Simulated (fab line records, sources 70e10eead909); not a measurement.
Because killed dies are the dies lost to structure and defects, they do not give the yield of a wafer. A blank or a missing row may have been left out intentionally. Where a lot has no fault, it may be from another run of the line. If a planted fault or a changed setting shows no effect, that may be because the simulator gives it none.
The tool behind it: which one?	flow nand-harc	14 lots, 42 wafers sampled, at 6 steps of a route of 1302

## WHAT EACH GAUGE READ, for each wafer
NHARC_A_BLC_CD_MEAS_10 targets a cd of 100 nm. Usual: cd-nm 100.0 nm, standard deviation 0.63.
lot	measured	on	cd-nm (nm)	flag
L757	day 23 06:14	cd-sem-01	100.1 100.2 100.1	
L755	day 23 07:56	cd-sem-02	101.3 101.1 101.2	
L754	day 23 10:20	cd-sem-03	100.9 99.7 100.4	
L759	day 24 05:57	cd-sem-01	100.1 99.8 99.8	
L758	day 24 06:48	cd-sem-03	100.0 100.6 99.5	
L760	day 25 05:20	cd-sem-01	100.8 100.3 100.5	
L761	day 25 13:28	cd-sem-01	99.9 99.4 99.4	
L764	day 27 14:19	cd-sem-03	99.4 99.4 100.0	
L763	day 27 17:17	cd-sem-03	99.7 99.6 98.7	
L765	day 28 08:23	cd-sem-03	74.9 75.1 75.3	OFF
L770	day 29 11:23	cd-sem-03	76.3 76.0 76.2	OFF
L774	day 30 22:52	cd-sem-02	99.4 99.3 99.8	
L775	day 32 06:21	cd-sem-01	99.1 98.5 98.8	
L777	day 33 00:34	cd-sem-01	99.4 100.0 99.5	

NHARC_A_BLC_CD_MEAS_19. Usual: cd-nm 100.0 nm, standard deviation 1.6.
lot	measured	on	cd-nm (nm)	flag
L757	day 23 07:23	cd-sem-01	101.2 102.1 100.7	
L755	day 23 09:05	cd-sem-01	101.9 101.9 102.0	
L754	day 23 11:29	cd-sem-01	102.4 99.5 101.6	
L759	day 24 07:07	cd-sem-03	99.6 98.4 99.9	
L758	day 24 07:58	cd-sem-03	102.1 101.8 98.9	
L760	day 25 06:29	cd-sem-01	101.7 100.7 99.0	
L761	day 25 15:05	cd-sem-02	97.7 100.1 99.4	
L764	day 27 15:28	cd-sem-01	101.2 101.9 100.6	
L763	day 27 18:26	cd-sem-01	100.1 99.0 98.6	
L765	day 28 09:32	cd-sem-03	74.0 73.7 74.4	OFF
L770	day 29 12:32	cd-sem-02	77.0 73.3 72.4	OFF
L774	day 31 00:01	cd-sem-03	101.1 98.9 101.5	
L775	day 32 07:31	cd-sem-03	99.5 97.9 97.5	
L777	day 33 01:43	cd-sem-02	102.5 100.4 100.7	

## EACH LOT AND THE TOOL THAT RAN IT (in order: tool; ch and the chambers of the sampled wafers; start)
lot	NHARC_A_CONTACT_STRIP_26	NHARC_A_CONTACT_CVD_19	NHARC_A_BLC_PEB_08	NHARC_A_BLC_ETCH_17
L757	rie-diel-01 ch 1,2,3, day 23 06:10 or earlier	cvd-w-02 ch 0,1, day 23 06:10 or earlier	litho-track-04 ch 0, day 23 06:10	rie-diel-13 ch 0,1,3, day 23 07:23 or earlier
L755	rie-diel-03 ch 1,2, day 23 07:51 or earlier	cvd-w-01 ch 0,1, day 23 07:51 or earlier	litho-track-01 ch 0, day 23 07:51	rie-diel-13 ch 1,2, day 23 09:05 or earlier
L754	rie-diel-03 ch 2,3, day 23 10:14 or earlier	cvd-w-01 ch 0, day 23 10:14 or earlier	litho-track-06 ch 0, day 23 10:14	rie-diel-13 ch 0,1,3, day 23 11:29 or earlier
L759	rie-diel-01 ch 0,2, day 24 05:52 or earlier	cvd-w-02 ch 0,1, day 24 05:52 or earlier	litho-track-06 ch 0, day 24 05:52	rie-diel-13 ch 0,2, day 24 07:07 or earlier
L758	rie-diel-01 ch 0,1, day 24 06:43 or earlier	cvd-w-02 ch 1, day 24 06:43 or earlier	litho-track-01 ch 0, day 24 06:43	rie-diel-04 ch 1,2,3, day 24 07:58 or earlier
L760	rie-diel-03 ch 0,3, day 25 05:15 or earlier	cvd-w-02 ch 0,1, day 25 05:15 or earlier	litho-track-06 ch 0, day 25 05:15	rie-diel-13 ch 2,3, day 25 06:29 or earlier
L761	rie-diel-03 ch 0,2, day 25 13:23 or earlier	cvd-w-02 ch 0,1, day 25 13:23 or earlier	litho-track-06 ch 0, day 25 13:23	rie-diel-04 ch 1,3, day 25 15:05 or earlier
L764	rie-diel-01 ch 1,3, day 27 14:14 or earlier	cvd-w-01 ch 0,1, day 27 14:14 or earlier	litho-track-01 ch 0, day 27 14:14	rie-diel-13 ch 1,3, day 27 15:28 or earlier
L763	rie-diel-01 ch 0,3, day 27 17:12 or earlier	cvd-w-01 ch 0,1, day 27 17:12 or earlier	litho-track-06 ch 0, day 27 17:12	rie-diel-13 ch 2,3, day 27 18:26 or earlier
L765	rie-diel-01 ch 0,1,3, day 28 08:18 or earlier	cvd-w-02 ch 0,1, day 28 08:18 or earlier	litho-track-06 ch 0, day 28 08:18	rie-diel-12 ch 1,2,3, day 28 09:32 or earlier
L770	rie-diel-01 ch 0,2,3, day 29 11:19 or earlier	cvd-w-01 ch 1, day 29 11:19 or earlier	litho-track-06 ch 0, day 29 11:19	rie-diel-04 ch 1,2, day 29 12:32 or earlier
L774	rie-diel-01 ch 1,2, day 30 22:46 or earlier	cvd-w-01 ch 0,1, day 30 22:46 or earlier	litho-track-01 ch 0, day 30 22:46	rie-diel-04 ch 0,3, day 31 00:01 or earlier
L775	rie-diel-08 ch 1,2,3, day 32 06:16 or earlier	cvd-w-01 ch 0,1, day 32 06:16 or earlier	litho-track-01 ch 0, day 32 06:16	rie-diel-04 ch 0,2,3, day 32 07:31 or earlier
L777	rie-diel-01 ch 2,3, day 33 00:29 or earlier	cvd-w-02 ch 0,1, day 33 00:29 or earlier	litho-track-06 ch 0, day 33 00:29	rie-diel-04 ch 2,3, day 33 01:43 or earlier
- NHARC_A_CONTACT_STRIP_26: strips in O2.
- NHARC_A_CONTACT_CVD_19: deposits W, target thk 300 nm, time 802 s.
- NHARC_A_BLC_PEB_08: peb time 65 s.
- NHARC_A_BLC_ETCH_17: etches the open film in N2/H2, target depth 390 nm, time 609.38 s.

## AS READ BY THE TOOLS THEMSELVES (means over the sampled wafers that have a number; for cases with no such wafer, the mark the record gives instead)
NHARC_A_CONTACT_STRIP_26. Usual: drypump-motor-current-A 5.6 A, standard deviation 0.47; o2-flow-sccm 500.1 sccm, standard deviation 1.4; oes-product-au 0.997 a.u., standard deviation 0.0082; rf-vpp-V 57.7 V, standard deviation 0.87; showerhead-plenum-p-Torr 3.50 Torr, standard deviation 0.11; throttle-valve-pct 17.038 %, standard deviation 0.0093.
lot	tool	drypump-motor-current-A (A)	o2-flow-sccm (sccm)	oes-product-au (a.u.)	rf-vpp-V (V)	showerhead-plenum-p-Torr (Torr)	throttle-valve-pct (%)	flag
L757	rie-diel-01	5.8	499.0	0.996	57.8	3.46	17.039	
L755	rie-diel-03	5.5	499.4	1.011	57.4	3.56	17.038	
L754	rie-diel-03	5.5	500.4	0.990	57.7	3.43	17.039	
L759	rie-diel-01	5.5	500.0	0.990	58.2	3.43	17.036	
L758	rie-diel-01	5.5	502.9	0.999	57.0	3.51	17.042	
L760	rie-diel-03	5.2	499.8	0.997	57.4	3.54	17.041	
L761	rie-diel-03	5.3	500.9	0.996	57.9	3.49	17.038	
L764	rie-diel-01	5.7	498.9	1.003	58.4	3.47	17.038	
L763	rie-diel-01	5.2	500.4	0.992	57.9	3.48	17.050	
L765	rie-diel-01	5.6	500.5	0.999	58.0	3.49	17.044	
L770	rie-diel-01	5.4	500.0	0.994	57.6	3.44	17.043	
L774	rie-diel-01	5.9	500.1	0.993	57.5	3.44	17.032	
L775	rie-diel-08	5.9	498.7	0.987	58.7	3.78	17.041	
L777	rie-diel-01	5.6	500.9	1.002	56.3	3.40	17.038	

NHARC_A_CONTACT_CVD_19. Usual: heater-power-w 475 W, standard deviation 49; mfc-wf6-sccm 39.99 sccm, standard deviation 0.12; throttle-valve-pct 7.9 %, standard deviation 0.34.
lot	tool	heater-power-w (W)	mfc-wf6-sccm (sccm)	throttle-valve-pct (%)	flag
L757	cvd-w-02	494	39.96	8.1	
L755	cvd-w-01	421	40.07	7.9	
L754	cvd-w-01	400	40.00	7.5	
L759	cvd-w-02	506	39.98	8.0	
L758	cvd-w-02	518	39.81	8.0	
L760	cvd-w-02	514	39.95	8.0	
L761	cvd-w-02	503	39.88	8.0	
L764	cvd-w-01	445	40.02	8.0	
L763	cvd-w-01	423	39.98	7.7	
L765	cvd-w-02	515	39.89	7.7	
L770	cvd-w-01	484	40.14	8.4	
L774	cvd-w-01	453	40.03	8.0	
L775	cvd-w-01	408	40.09	7.7	
L777	cvd-w-02	502	39.96	7.8	

NHARC_A_BLC_PEB_08. Usual: heater-power-total-W 156.6 W, standard deviation 0.42; plate-temp-C 100.01 C, standard deviation 0.13.
lot	tool	heater-power-total-W (W)	plate-temp-C (C)	flag
L757	litho-track-04	156.4	100.00	
L755	litho-track-01	156.7	99.86	
L754	litho-track-06	156.6	100.01	
L759	litho-track-06	156.9	99.96	
L758	litho-track-01	156.4	99.97	
L760	litho-track-06	157.1	100.09	
L761	litho-track-06	156.2	100.00	
L764	litho-track-01	156.7	100.01	
L763	litho-track-06	156.6	99.99	
L765	litho-track-06	144.0	94.12	OFF
L770	litho-track-06	143.6	94.25	OFF
L774	litho-track-01	157.0	100.04	
L775	litho-track-01	156.4	99.82	
L777	litho-track-06	157.0	99.89	

NHARC_A_BLC_ETCH_17. Usual: drypump-motor-current-A 5.67 A, standard deviation 0.27; n2-flow-sccm 150.0 sccm, standard deviation 0.4; oes-product-au 1.002 a.u., standard deviation 0.0066; rf-vpp-V 430.3 V, standard deviation 2.5; showerhead-plenum-p-Torr 2.04 Torr, standard deviation 0.091; throttle-valve-pct 14.170 %, standard deviation 0.0095.
lot	tool	drypump-motor-current-A (A)	n2-flow-sccm (sccm)	oes-product-au (a.u.)	rf-vpp-V (V)	showerhead-plenum-p-Torr (Torr)	throttle-valve-pct (%)	flag
L757	rie-diel-13	5.86	150.0	1.004	432.4	2.12	14.171	
L755	rie-diel-13	5.61	150.0	1.007	428.5	1.98	14.174	
L754	rie-diel-13	5.89	150.1	0.996	432.2	2.12	14.167	
L759	rie-diel-13	5.90	150.0	1.005	431.3	2.09	14.166	
L758	rie-diel-04	5.45	149.8	1.008	430.3	2.03	14.174	
L760	rie-diel-13	5.77	150.1	1.003	427.2	1.94	14.180	
L761	rie-diel-04	5.36	150.1	1.009	431.4	2.05	14.166	
L764	rie-diel-13	5.76	150.1	0.999	432.0	2.09	14.169	
L763	rie-diel-13	5.91	149.6	1.008	428.6	1.98	14.175	
L765	rie-diel-12	5.46	149.9	0.991	429.3	2.00	14.163	
L770	rie-diel-04	5.47	149.9	1.008	428.8	1.97	14.170	
L774	rie-diel-04	5.53	149.8	1.012	431.7	2.06	14.176	
L775	rie-diel-04	5.61	150.0	0.999	430.7	2.04	14.169	
L777	rie-diel-04	5.43	150.2	1.002	431.5	2.08	14.171	

## THE ANSWER, worked out from the rows above alone
Rule: a lot is off if the mean of its wafers that have a number lies more than 3 standard deviations from the usual mean. A lot without any number at a reading at which 4 lots or more have one is off too. The other lots that the step has rows for count as sound. Order of review: gauges by route order, followed by the tools' own readings, for which a lot's mean as printed above is used. The first step at which some lot is off is used, and at that step the reading that is off furthest; a lot without a number counts as furthest.
Off: L765, L770, at NHARC_A_BLC_CD_MEAS_10 (cd-nm).
If a tool, at a process step before that reading, ran all the lots that are off and no sound lot after the first of them, it fits. Not tried: the gauges at NHARC_A_BLC_CD_MEAS_10; whatever is off there is also off at NHARC_A_BLC_PEB_08, on other tools, and gauge error can't account for it. With no start given for some of its lots, NHARC_A_CONTACT_STRIP_26 uses the hours and lot order of NHARC_A_BLC_PEB_08. With no start given for some of its lots, NHARC_A_CONTACT_CVD_19 uses the hours and lot order of NHARC_A_BLC_PEB_08. Not one of the candidates tried fits.

## WHAT THE SIMULATOR HAD INSERTED
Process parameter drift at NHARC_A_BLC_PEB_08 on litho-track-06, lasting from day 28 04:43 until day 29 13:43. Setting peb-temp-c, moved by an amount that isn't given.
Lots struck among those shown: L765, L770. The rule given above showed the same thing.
